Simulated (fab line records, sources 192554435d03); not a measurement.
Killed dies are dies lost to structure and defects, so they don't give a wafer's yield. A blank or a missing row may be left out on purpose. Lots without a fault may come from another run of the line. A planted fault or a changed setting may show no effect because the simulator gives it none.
Chamber matching | flow n5_finfet | N5_BEOL_M9_ETCH_61 on rie_diel-06: 4 sister chambers
The step etches SiARC in CF4, target depth 39 nm, time 65 s. 16 wafers are shown with their chamber, then 8 later ones without.

WAFERS WITH THEIR CHAMBER
wafer  | chamber | showerhead_plenum_p_Torr (Torr) | throttle_valve_pct (%) | drypump_motor_current_A (A)
L077.4 | 1       | 2.28                            | 15.38                  | 5.7
L077.5 | 0       | 2.12                            | 15.89                  | 5.4
L077.6 | 3       | 2.10                            | 15.46                  | 5.1
L079.2 | 3       | 2.10                            | 15.49                  | 5.1
L079.5 | 2       | 2.15                            | 15.74                  | 5.8
L079.6 | 3       | 2.10                            | 15.49                  | 5.2
L083.2 | 2       | 2.15                            | 15.72                  | 5.8
L083.3 | 3       | 2.10                            | 15.50                  | 5.1
L083.6 | 0       | 2.12                            | 15.90                  | 5.4
L081.3 | 2       | 2.15                            | 15.71                  | 5.8
L081.5 | 0       | 2.11                            | 15.90                  | 5.4
L081.6 | 3       | 2.10                            | 15.49                  | 5.2
L084.2 | 0       | 2.11                            | 15.91                  | 5.4
L084.3 | 1       | 2.27                            | 15.41                  | 5.8
L084.4 | 2       | 2.15                            | 15.74                  | 5.8
L086.4 | 1       | 2.27                            | 15.41                  | 5.7

SIGNATURES (means of the wafers above)
reading                  | chamber 0 | chamber 1 | chamber 2 | chamber 3 | scatter within a chamber
showerhead_plenum_p_Torr | 2.1150    | 2.2733    | 2.1500    | 2.1000    | 0.00373
throttle_valve_pct       | 15.9000   | 15.4000   | 15.7275   | 15.4860   | 0.0141
drypump_motor_current_A  | 5.400     | 5.733     | 5.800     | 5.140     | 0.0394
Rule: a wafer's distance from a chamber is the root of the sum, over the readings, of the square of ((its reading less the chamber's mean) divided by the reading's scatter). The wafer belongs to the nearest chamber; if the next one is less than 2 further off, it can't be placed. The scatter: the root of (the sum of the squares of (reading less its chamber's mean) over the shown wafers, divided by (wafers less chambers)).

WAFERS WITHOUT THEIR CHAMBER
wafer  | showerhead_plenum_p_Torr (Torr) | throttle_valve_pct (%) | drypump_motor_current_A (A)
L086.5 | 2.09                            | 15.53                  | 5.1
L086.6 | 2.11                            | 15.91                  | 5.4
L088.2 | 2.15                            | 15.76                  | 5.8
L088.3 | 2.27                            | 15.43                  | 5.7
L088.5 | 2.11                            | 15.93                  | 5.4
L090.2 | 2.14                            | 15.75                  | 5.8
L090.3 | 2.11                            | 15.95                  | 5.4
L090.4 | 2.09                            | 15.52                  | 5.1

WHICH CHAMBER EACH WENT THROUGH
wafer  | from the rows above | in truth
L086.5 | 3                   | 3
L086.6 | 0                   | 0
L088.2 | 2                   | 2
L088.3 | 1                   | 1
L088.5 | 0                   | 0
L090.2 | 2                   | 2
L090.3 | 0                   | 0
L090.4 | 3                   | 3
Placed correctly: 8 of 8. Can't be placed from these rows: 0. Placed wrongly: 0.
